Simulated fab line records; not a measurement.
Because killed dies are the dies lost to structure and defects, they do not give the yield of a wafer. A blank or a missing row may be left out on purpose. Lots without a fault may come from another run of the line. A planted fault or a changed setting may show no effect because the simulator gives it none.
Split-lot experiment + flow n5Finfet + route with 1938 steps; 7 lots, 39 wafers read

SPLIT DETAILS
At N5_DUMMY_GATE_ETCH_32 (etches SiO2 in CF4, target depth 3.5 nm, time 3.9 s), the setting timeS was moved away from the recipe's 3.9 s on 12 of the 39 wafers read, by -23.2% to +19.2%. This setting was run at the recipe's value on the other wafers.

The reading comes from the split's own step.

THE READING
etch.depthNm (the simulator's own value, which no gauge read), in nm, at N5_DUMMY_GATE_ETCH_32 (etches SiO2 in CF4, target depth 3.5 nm, time 3.9 s). The file does not state a usual value for it. Average 3.500 nm, standard deviation 0.096 nm, over the 27 wafers here run with the recipe.

| wafer  | tool, chamber at the split | timeS as run, s | against the recipe | etch.depthNm, nm | against lot-mates on the recipe |
|--------|----------------------------|-----------------|--------------------|------------------|---------------------------------|
| L079.1 | rieSi-06, 3                | 3.9             | recipe             | 3.628            | -                               |
| L079.5 | rieSi-06, 3                | 3.9             | recipe             | 3.632            | -                               |
| L079.6 | rieSi-06, 2                | 3.9             | recipe             | 3.316            | -                               |
| L083.1 | rieSi-06, 2                | 3.9             | recipe             | 3.36             | -                               |
| L083.2 | rieSi-06, 1                | 3.9             | recipe             | 3.462            | -                               |
| L083.3 | rieSi-06, 0                | 3.9             | recipe             | 3.496            | -                               |
| L083.4 | rieSi-06, 3                | 2.996           | -23.2%             | 2.777            | -0.662                          |
| L083.5 | rieSi-06, 0                | 2.996           | -23.2%             | 2.695            | -0.744                          |
| L083.6 | rieSi-06, 1                | 2.996           | -23.2%             | 2.648            | -0.791                          |
| L085.1 | rieSi-04, 0                | 4.65            | +19.2%             | 4.066            | +0.560                          |
| L085.2 | rieSi-04, 2                | 4.65            | +19.2%             | 4.057            | +0.551                          |
| L085.3 | rieSi-04, 3                | 4.65            | +19.2%             | 4.206            | +0.700                          |
| L085.4 | rieSi-04, 1                | 3.9             | recipe             | 3.556            | -                               |
| L085.5 | rieSi-04, 1                | 3.9             | recipe             | 3.575            | -                               |
| L085.6 | rieSi-04, 0                | 3.9             | recipe             | 3.387            | -                               |
| L088.1 | rieSi-06, 2                | 3.9             | recipe             | 3.361            | -                               |
| L088.2 | rieSi-06, 1                | 3.9             | recipe             | 3.441            | -                               |
| L088.3 | rieSi-06, 0                | 3.9             | recipe             | 3.523            | -                               |
| L088.4 | rieSi-06, 3                | 3.9             | recipe             | 3.616            | -                               |
| L088.5 | rieSi-06, 3                | 3.9             | recipe             | 3.645            | -                               |
| L088.6 | rieSi-06, 2                | 3.9             | recipe             | 3.362            | -                               |
| L089.1 | rieSi-01, 2                | 3.9             | recipe             | 3.468            | -                               |
| L089.2 | rieSi-01, 3                | 3.9             | recipe             | 3.469            | -                               |
| L089.3 | rieSi-01, 1                | 3.9             | recipe             | 3.6              | -                               |
| L089.4 | rieSi-01, 0                | 3.9             | recipe             | 3.486            | -                               |
| L089.5 | rieSi-01, 0                | 3.9             | recipe             | 3.471            | -                               |
| L089.6 | rieSi-01, 1                | 3.9             | recipe             | 3.583            | -                               |
| L093.1 | rieSi-01, 0                | 3.096           | -20.6%             | 2.743            | -0.791                          |
| L093.2 | rieSi-01, 1                | 3.9             | recipe             | 3.591            | -                               |
| L093.3 | rieSi-01, 2                | 3.096           | -20.6%             | 2.751            | -0.783                          |
| L093.4 | rieSi-01, 3                | 3.096           | -20.6%             | 2.76             | -0.774                          |
| L093.5 | rieSi-01, 2                | 3.9             | recipe             | 3.517            | -                               |
| L093.6 | rieSi-01, 3                | 3.9             | recipe             | 3.494            | -                               |
| L096.1 | rieSi-06, 0                | 3.9             | recipe             | 3.522            | -                               |
| L096.2 | rieSi-06, 2                | 3.9             | recipe             | 3.344            | -                               |
| L096.3 | rieSi-06, 3                | 3.9             | recipe             | 3.599            | -                               |
| L096.4 | rieSi-06, 1                | 3.171           | -18.7%             | 2.788            | -0.700                          |
| L096.5 | rieSi-06, 2                | 3.171           | -18.7%             | 2.719            | -0.769                          |
| L096.6 | rieSi-06, 1                | 3.171           | -18.7%             | 2.778            | -0.710                          |

FIT RESULTS
A straight line over all 39 wafers: etch.depthNm changes by +0.035 nm for each +1% of timeS; r = +0.97; the points scatter about the line by 0.091 nm.
The same after taking each lot's own level away (the mean of its wafers on the recipe; 39 wafers): +0.0344 nm for each +1%; r = +0.97; scatter 0.092 nm.
According to that fit, moving timeS by its largest amount changes the reading by 0.8 nm.
The lots' own levels span 3.4393 to 3.5340 nm, that is 1.0 times the standard deviation above.
The two slopes agree, so the slope changes little with the lot-to-lot level.
Check: -0.827 nm against its lot-mates is what the line predicts for one of the wafers moved furthest among these (-23.2%) when that wafer is left out of the fit. Against them it came out at -0.662 nm.

OTHER SPLITS ON THESE WAFERS
Note: prior to the reading, these wafers also went through further splits. Each is held against what the fit with the lots' levels taken away leaves over:
| other split on the same wafers | wafers away from the commonest value | r with etch.depthNm (lot level and that fit taken away) |
|--------------------------------|--------------------------------------|---------------------------------------------------------|
| N5_DUMMY_GATE_EXPOSE_12 doseMj | 12                                   | +0.03                                                   |

THE FILE'S OWN FIT
etch.depthNm changes by +0.0347 nm for each +1% of timeS, r = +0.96.
